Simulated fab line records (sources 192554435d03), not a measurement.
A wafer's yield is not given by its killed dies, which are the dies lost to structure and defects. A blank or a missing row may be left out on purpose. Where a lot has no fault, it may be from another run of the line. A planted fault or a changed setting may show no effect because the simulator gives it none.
fab line records    flow n5Finfet
[record] lots = 6  wafers = 18  lastDay = 17
route steps=1938 shown BEOL_M12@1608
lots with no fault: from the same line, run without faults
startH: the number of hours between the record's first day and the start of the first shown wafer of the lot    waitH: hours from the lot's prior step to this one    " same as the row above    L1.1+2: one row covering several wafers at once    - value missing, or start not given    * or withheld: withheld    < > ~ a bound
route shown NAME@n: names a module that has steps shown in the file, with the first one's number in the route    usual: average and standard deviation across the fault-free wafers    same: alike in all rows    chamber/n: place in a boat    sites: readings site by site    _std_site: how widely they spread, as a standard deviation    _edge_site: mean of outer sites minus mean of inner sites    radiusMm: for every site, how far away it sits from the centre of the wafer    mask NAME#n: copy n    behind: tool/chamber where the wafer was last shaped    hold: the reason the lot was held/the length of the hold in hours/how it ended    device: the n, p or np transistor that did not switch    end of line: tests run on the same wafers once the route is complete    a step given without rows: its recipe and nothing more    killed: the dies lost at the first sort to structure and to defects; this is not the yield of the wafer    map: shows each die of a wafer: x if killed, . if not, _ if none is there
set.NAME: the setting that was run; set.NAME@STEP: the one run at that earlier step    model.NAME: the simulator's own value behind a step, which no gauge read
lots at some steps of the route; a table a step, a row a wafer
services: the hour from which a tool's chamber was out of use, counted from the record's first day as startH (under 0 if before that day), plus the number of hours and why
[[steps]]
[step N5_BEOL_M12_EXPOSE_07]
[recipe] maskId = V11  na = 0.93  sourceShape = conventional  sigmaOuter = 0.6  polarization = unpolarized  attpsmPhaseDeg = 180  doseMj = 32.5
[step N5_BEOL_M12_PEB_08]
[recipe] pebTempC = 130  pebTimeS = 90
[step N5_BEOL_M12_DEVELOP_09]
[recipe] developTimeS = 45  rinseLiquid = diw  dry = airSpin  devTempC = 21
[step N5_BEOL_M12_HARDBAKE_14]
[recipe] tempC = 130  timeS = 120
[step N5_BEOL_M12_CD_MEAS_10]
[recipe] targetCdNm = 140  landingEnergyEv = 500  detector = seInlens  polarity = opening
[usual] cdNm = 140.2/1.5
lot.wafer  tool      chamber  startH  waitH  cdNm
L903.1     cdSem-01  0        246.53  -      139.3
L903.4     "         0        "       "      140.8
L903.6     "         0        "       "      138.2
L913.3     cdSem-01  0        329.50  -      142.2
L913.4     "         0        "       "      142.1
L913.6     "         0        "       "      141.6
L914.2     cdSem-03  0        345.80  -      140.4
L914.5     "         0        "       "      140.6
L914.6     "         0        "       "      140.1
L920.2     cdSem-03  0        346.34  -      140.6
L920.5     "         0        "       "      139.9
L920.6     "         0        "       "      138.7
L917.2     cdSem-03  0        353.24  -      138.5
L917.4     "         0        "       "      141.1
L917.6     "         0        "       "      140.3
L918.4     cdSem-02  0        357.30  -      140.5
L918.5     "         0        "       "      139.9
L918.6     "         0        "       "      140.2
[step N5_BEOL_M12_OVL_MEAS_11]
[recipe] pointsPerWafer = 44
[usual] V11_OVL = 4/5
lot.wafer  tool        chamber  startH  waitH  V11_OVL[nm]
L903.1     overlay-01  0        246.56  0.0    -4
L903.4     "           0        "       "      -2
L903.6     "           0        "       "      -5
L913.3     overlay-01  0        329.53  0.0    5
L913.4     "           0        "       "      12
L913.6     "           0        "       "      11
L914.2     overlay-01  0        345.83  0.0    2
L914.5     "           0        "       "      4
L914.6     "           0        "       "      2
L920.2     overlay-02  0        346.37  0.0    1
L920.5     "           0        "       "      2
L920.6     "           0        "       "      -4
L917.2     overlay-01  0        353.27  0.0    1
L917.4     "           0        "       "      4
L917.6     "           0        "       "      0
L918.4     overlay-01  0        357.32  0.0    6
L918.5     "           0        "       "      4
L918.6     "           0        "       "      -1
[step N5_BEOL_M12_INSPECT_12]
[recipe] mode = adi  inspectInstrument = macro
[usual] rawDefectCount = 2.0/1.4
lot.wafer  tool              chamber  startH  waitH  rawDefectCount
L903.1     defectInspect-02  -        246.58  0.0    3
L903.4     "                 -        "       "      3
L903.6     "                 -        "       "      1
L913.3     defectInspect-02  -        329.56  0.0    0
L913.4     "                 -        "       "      0
L913.6     "                 -        "       "      1
L914.2     defectInspect-02  -        345.85  0.0    1
L914.5     "                 -        "       "      2
L914.6     "                 -        "       "      2
L920.2     defectInspect-02  -        346.39  0.0    5
L920.5     "                 -        "       "      2
L920.6     "                 -        "       "      0
L917.2     defectInspect-02  -        353.30  0.0    0
L917.4     "                 -        "       "      5
L917.6     "                 -        "       "      0
L918.4     defectInspect-01  -        357.35  0.0    1
L918.5     "                 -        "       "      3
L918.6     "                 -        "       "      2
[step N5_BEOL_M12_DESCUM_15]
[recipe] chemistry = O2  timeS = 7.9  sourcePowerW = 50  biasPowerW = 20  pressureMtorr = 20  rfFrequencyHz = 2.712e+07  tempC = 40  o2FlowSccm = 225
[usual] drypumpMotorCurrentA = 5.8/0.46  o2FlowSccm = 224.9/0.68  oesProductAu = 0.81/0.089  rfVppV = 242.7/1.5  showerheadPlenumPTorr = 2.07/0.08  throttleValvePct = 20.39/0.19
[same] timeS = 7.9
lot.wafer  tool        chamber  startH  waitH  drypumpMotorCurrentA  o2FlowSccm  oesProductAu  rfHoursCounterH  rfVppV  showerheadPlenumPTorr  throttleValvePct
L903.1     rieDiel-01  0        246.67  0.1    5.5                   225.3       0.78          121              242.6   2.02                   20.68
L903.4     "           3        "       "      5.1                   224.7       0.95          -                242.2   2.15                   20.07
L903.6     "           0        "       "      5.5                   225.3       0.77          -                241.3   2.02                   20.68
L913.3     rieDiel-01  0        329.59  0.0    5.5                   225.4       0.75          151              241.1   2.01                   20.73
L913.4     "           1        "       "      5.9                   226.3       0.70          245              241.4   1.99                   20.56
L913.6     "           0        "       "      5.5                   223.8       0.75          -                241.1   2.01                   20.70
L914.2     rieDiel-04  3        345.90  0.0    6.7                   224.0       0.82          121              244.8   2.20                   20.38
L914.5     "           0        "       "      5.8                   224.5       0.73          -                240.9   1.99                   20.32
L914.6     "           3        "       "      6.7                   224.8       0.81          -                244.5   2.20                   20.37
L920.2     rieDiel-05  1        346.50  0.1    5.0                   225.3       0.79          119              241.9   2.11                   20.54
L920.5     "           0        "       "      4.9                   225.7       0.93          -                245.0   2.13                   20.44
L920.6     "           3        "       "      5.6                   225.0       0.68          -                241.4   1.98                   20.92
L917.2     rieDiel-01  0        353.35  0.1    5.5                   225.6       0.73          160              241.0   2.00                   20.74
L917.4     "           0        "       "      5.5                   225.4       0.74          -                241.8   2.00                   20.72
L917.6     "           2        "       "      6.1                   225.5       0.92          -                241.8   2.03                   20.33
L918.4     rieDiel-04  2        357.38  0.0    6.0                   224.2       0.89          37               243.3   2.13                   20.31
L918.5     "           2        "       "      6.0                   223.8       0.89          -                243.1   2.13                   20.31
L918.6     "           3        "       "      6.7                   225.5       0.80          -                245.1   2.20                   20.37
[step N5_BEOL_M12_ETCH_59]
[recipe] chemistry = N2/H2  target = BARC  targetDepthA = 890  overetchA = 267  timeS = 67.9  ionEnergyEv = 200  pressureMtorr = 30  sourceW = 840  biasW = 150  n2FlowSccm = 200  h2FlowSccm = 200
[usual] drypumpMotorCurrentA = 5.8/0.46  oesProductAu = 0.69/0.074  rfVppV = 523.0/2.9  showerheadPlenumPTorr = 2.51/0.095  throttleValvePct = 17.81/0.23
[same] timeS = 67.9
lot.wafer  tool        chamber  startH  waitH  drypumpMotorCurrentA  oesProductAu  rfHoursCounterH  rfVppV  showerheadPlenumPTorr  throttleValvePct
L903.1     rieDiel-01  0        246.71  0.0    5.5                   0.66          121              519.7   2.44                   18.17
L903.4     "           3        "       "      5.1                   0.80          -                525.7   2.60                   17.42
L903.6     "           0        "       "      5.5                   0.65          -                520.4   2.44                   18.16
L913.3     rieDiel-01  0        329.62  0.0    5.5                   0.63          151              520.7   2.43                   18.21
L913.4     "           1        "       "      5.9                   0.59          245              520.0   2.40                   17.98
L913.6     "           0        "       "      5.5                   0.63          -                520.3   2.43                   18.21
L914.2     rieDiel-04  3        345.93  0.0    6.7                   0.68          121              527.9   2.66                   17.74
L914.5     "           0        "       "      5.8                   0.62          -                519.3   2.42                   17.70
L914.6     "           3        "       "      6.7                   0.69          -                527.2   2.66                   17.75
L920.2     rieDiel-05  1        346.53  0.0    5.0                   0.68          119              523.4   2.55                   18.00
L920.5     "           0        "       "      5.0                   0.81          -                526.0   2.60                   17.87
L920.6     "           3        "       "      5.6                   0.59          -                518.1   2.40                   18.40
L917.2     rieDiel-01  0        353.39  0.0    5.5                   0.62          160              520.0   2.43                   18.24
L917.4     "           0        "       "      5.6                   0.63          -                520.7   2.43                   18.26
L917.6     "           2        "       "      6.1                   0.78          -                522.5   2.49                   17.83
L918.4     rieDiel-04  2        357.42  0.0    6.0                   0.76          37               525.8   2.59                   17.77
L918.5     "           2        "       "      6.0                   0.76          -                526.2   2.59                   17.75
L918.6     "           3        "       "      6.7                   0.68          -                525.7   2.65                   17.76
[step N5_BEOL_M12_VIA_ETCH_16]
[recipe] chemistry = C4F8/O2/Ar  target = SiOC  pressureMtorr = 30  sourceW = 3000  biasW = 700  Ar_flow_sccm = 400  C4F8_flow_sccm = 15  O2_flow_sccm = 8  heInnerTorr = 15  heOuterTorr = 30  targetDepthA = 7248  timeS = withheld  ionEnergyEv = 250  ends = cleared
[usual] drypumpMotorCurrentA = 5.8/0.46  heInnerTorr = 15.001/0.027  mfcArSccm = 400.2/1.3  oesProductAu = 0.73/0.08  rfVppV = 665/3.5  showerheadPlenumPTorr = 3.38/0.12  throttleValvePct = 24.15/0.19
lot.wafer  tool        chamber  startH  waitH  drypumpMotorCurrentA  heInnerTorr  mfcArSccm  oesProductAu  rfVppV  showerheadPlenumPTorr  throttleValvePct
L903.1     rieDiel-01  0        246.76  0.0    5.5                   14.997       402.7      0.69          662     3.30                   24.45
L903.4     "           3        "       "      5.1                   14.992       399.0      0.85          666     3.49                   23.81
L903.6     "           0        "       "      5.5                   14.990       400.9      0.69          663     3.30                   24.44
L913.3     rieDiel-01  0        329.67  0.0    5.5                   15.030       397.7      0.67          662     3.28                   24.49
L913.4     "           1        "       "      5.9                   14.958       399.5      0.62          659     3.24                   24.19
L913.6     "           0        "       "      5.6                   14.983       400.7      0.67          661     3.28                   24.48
L914.2     rieDiel-04  3        345.98  0.0    6.7                   15.009       398.8      0.74          670     3.58                   24.17
L914.5     "           0        "       "      5.8                   14.964       398.5      0.66          662     3.27                   24.02
L914.6     "           3        "       "      6.7                   14.984       400.2      0.74          670     3.58                   24.15
L920.2     rieDiel-05  1        346.58  0.0    5.0                   15.024       399.6      0.71          667     3.44                   24.31
L920.5     "           0        "       "      4.9                   14.990       401.4      0.85          668     3.48                   24.26
L920.6     "           3        "       "      5.6                   14.991       400.6      0.62          659     3.25                   24.68
L917.2     rieDiel-01  0        353.44  0.0    5.5                   15.033       401.8      0.67          661     3.28                   24.49
L917.4     "           0        "       "      5.5                   15.046       401.6      0.66          661     3.28                   24.48
L917.6     "           2        "       "      6.1                   15.044       400.8      0.83          663     3.35                   24.20
L918.4     rieDiel-04  2        357.47  0.0    6.0                   14.972       401.4      0.80          668     3.46                   24.07
L918.5     "           2        "       "      6.0                   15.033       399.9      0.80          667     3.46                   24.09
L918.6     "           3        "       "      6.7                   15.006       397.7      0.72          668     3.58                   24.16
[step N5_BEOL_M12_STRIP_63]
[recipe] chemistry = N2/H2  powerW = 1000  tempC = 250  h2Frac = 0.65  overashFraction = 0.3  pressureMtorr = 1000  n2FlowSccm = 1750  h2FlowSccm = 3250
[usual] chamberPressureMTorr = 1000.0/0.98  drypumpMotorCurrentA = 5.8/0.52  heaterPowerW = 311/18  oesProductAu = 0.693/0.0046  stripTimeToEndpointS = 42.4/0.74
lot.wafer  tool            chamber  startH  waitH  chamberPressureMTorr  drypumpMotorCurrentA  heaterPowerW  oesProductAu  rfHoursCounterH  stripTimeToEndpointS
L903.1     plasmaAsher-01  0        246.96  -      1000.5                5.9                   284           0.694         115              42.2
L903.4     "               0        "       "      998.6                 5.9                   281           0.696         -                41.5
L903.6     "               1        "       "      1000.7                6.4                   304           0.687         -                42.2
L913.3     plasmaAsher-01  1        329.89  -      1001.0                6.4                   306           0.694         -                43.3
L913.4     "               0        "       "      997.5                 5.9                   275           0.699         -                42.7
L913.6     "               0        "       "      1000.4                5.9                   277           0.693         -                43.2
L914.2     plasmaAsher-02  0        346.18  -      1001.5                6.1                   317           0.700         93               43.7
L914.5     "               1        "       "      1002.8                5.1                   326           0.703         -                43.1
L914.6     "               0        "       "      999.3                 6.1                   321           0.690         -                42.9
L920.2     plasmaAsher-02  1        346.78  -      999.2                 5.0                   328           0.692         94               42.7
L920.5     "               0        "       "      1000.1                6.1                   329           0.694         -                42.1
L920.6     "               1        "       "      1000.1                5.0                   329           0.701         -                42.9
L917.2     plasmaAsher-02  1        353.64  -      1000.5                5.0                   320           0.699         96               42.6
L917.4     "               1        "       "      1001.5                5.0                   322           0.688         -                41.3
L917.6     "               1        "       "      1000.0                5.0                   331           0.692         -                41.3
L918.4     plasmaAsher-02  0        357.69  -      1000.8                6.1                   320           0.686         -                41.9
L918.5     "               0        "       "      1001.7                6.1                   313           0.691         -                41.2
L918.6     "               1        "       "      999.5                 5.0                   331           0.694         -                41.9
[step N5_BEOL_M12_STRIP_64]
[recipe] chemistry = N2/H2  powerW = 1000  tempC = 250  h2Frac = 0.65  overashFraction = 0.3  pressureMtorr = withheld  n2FlowSccm = 1750  h2FlowSccm = 3250
[usual] drypumpMotorCurrentA = 5.8/0.52  h2FlowSccm = 3252/11  heaterPowerW = 311/18  oesProductAu = 0.715/0.0047  stripTimeToEndpointS = 31.28/0.077
lot.wafer  tool            chamber  startH  waitH  drypumpMotorCurrentA  h2FlowSccm  heaterPowerW  oesProductAu  rfHoursCounterH  stripTimeToEndpointS
L903.1     plasmaAsher-01  0        247.02  0.0    5.9                   3254        276           0.718         115              31.32
L903.4     "               0        "       "      5.9                   3254        286           0.707         -                31.26
L903.6     "               1        "       "      6.4                   3250        301           0.716         -                31.34
L913.3     plasmaAsher-01  1        329.95  0.0    6.4                   3243        308           0.706         -                31.14
L913.4     "               0        "       "      5.9                   3245        294           0.711         -                31.25
L913.6     "               0        "       "      5.9                   3245        288           0.720         -                31.18
L914.2     plasmaAsher-02  0        346.24  0.0    6.1                   3243        322           0.711         94               31.28
L914.5     "               1        "       "      5.0                   3267        327           0.711         -                31.32
L914.6     "               0        "       "      6.1                   3260        334           0.714         -                31.28
L920.2     plasmaAsher-02  1        346.84  0.0    5.0                   3263        320           0.719         94               31.28
L920.5     "               0        "       "      6.1                   3259        326           0.713         -                31.29
L920.6     "               1        "       "      5.0                   3234        330           0.716         -                31.30
L917.2     plasmaAsher-02  1        353.70  0.0    5.0                   3246        322           0.716         96               31.42
L917.4     "               1        "       "      5.0                   3231        322           0.718         -                31.50
L917.6     "               1        "       "      5.0                   3248        329           0.712         -                31.54
L918.4     plasmaAsher-02  0        357.75  0.0    6.1                   3263        331           0.719         -                31.22
L918.5     "               0        "       "      6.1                   3251        317           0.720         -                31.25
L918.6     "               1        "       "      5.0                   3257        330           0.713         -                31.20
[step N5_BEOL_M12_STRIP_71]
[recipe] chemistry = postEtchResidueRemover  timeS = 60  tempC = 25  removerPh = withheld  removerWaterWtPct = withheld  removerFluorideWtPct = withheld
[usual] runLengthS = 68.1/2.9  tempC = 25.00/0.1  timeS = 60/0
lot.wafer  tool         chamber  startH  waitH  runLengthS  tempC  timeS
L903.1     wetBench-05  7        247.11  0.1    67.4        25.11  60
L903.4     "            0        "       "      66.2        25.04  60
L903.6     "            1        "       "      67.1        25.25  60
L913.3     wetBench-04  0        330.02  0.0    65.2        25.09  60
L913.4     "            1        "       "      67.5        24.93  60
L913.6     "            5        "       "      65.8        24.96  60
L914.2     wetBench-03  7        346.33  0.1    -           -      -
L914.5     "            0        "       "      -           -      -
L914.6     "            4        "       "      -           -      -
L920.2     wetBench-04  7        346.93  0.1    -           -      -
L920.5     "            6        "       "      -           -      -
L920.6     "            0        "       "      -           -      -
L917.2     wetBench-04  4        353.78  0.1    71.6        24.82  60
L917.4     "            1        "       "      72.1        25.04  60
L917.6     "            5        "       "      73.0        25.16  60
L918.4     wetBench-04  2        357.81  0.0    71.5        25.09  60
L918.5     "            0        "       "      71.5        24.87  60
L918.6     "            1        "       "      73.6        24.94  60
[step N5_BEOL_M12_SRD_72]
[recipe] timeS = 30  tempC = 23  rinseLiquid = diw  dry = n2Spin  spinRpm = 1500  dryTimeS = 30
[[services]]
tool            chamber  startH  hours  kind
rieDiel-04      2        223.73  -      clean
rieDiel-04      2        223.73  -      consumableReplace:focusRing
rieDiel-04      2        223.73  19.5   scheduledDown
rieDiel-04      2        223.73  19.5   ventCycle
rieDiel-01      3        224.60  -      clean
rieDiel-01      3        224.60  -      consumableReplace:focusRing
rieDiel-01      3        224.60  14.5   scheduledDown
rieDiel-01      3        224.60  14.5   ventCycle
plasmaAsher-02  -        237.53  2.7    repair
rieDiel-01      2        246.10  -      clean
rieDiel-01      2        246.10  -      consumableReplace:focusRing
rieDiel-01      2        246.10  20.4   scheduledDown
rieDiel-01      2        246.10  20.4   ventCycle
rieDiel-05      2        246.28  10.0   repair
wetBench-03     -        263.55  69.2   repair
rieDiel-05      2        270.02  3.1    repair
rieDiel-05      0        277.14  -      clean
rieDiel-05      0        277.14  -      consumableReplace:esc
plasmaAsher-02  -        298.09  2.8    repair
rieDiel-01      1        344.07  -      clean
rieDiel-01      1        344.07  -      consumableReplace:focusRing
rieDiel-01      1        344.07  -      consumableReplace:showerhead
rieDiel-01      1        344.07  20.9   scheduledDown
rieDiel-01      1        344.07  20.9   ventCycle
[[key]]
[firstSign] step = N5_BEOL_M12_STRIP_71  reading = toolRecord  direction = missing
effect none on later readings
metAt N5_BEOL_M12_STRIP_71
struckWafers L914.2,L914.5,L914.6,L920.2,L920.5,L920.6
onsetBetween 330.02 346.33
[fault] kind = skippedStepWhole  tool = wetBench-03,wetBench-04  chamber = -  onsetH = 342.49  steps = N5_BEOL_M12_STRIP_71  scope = struckLotsOnly
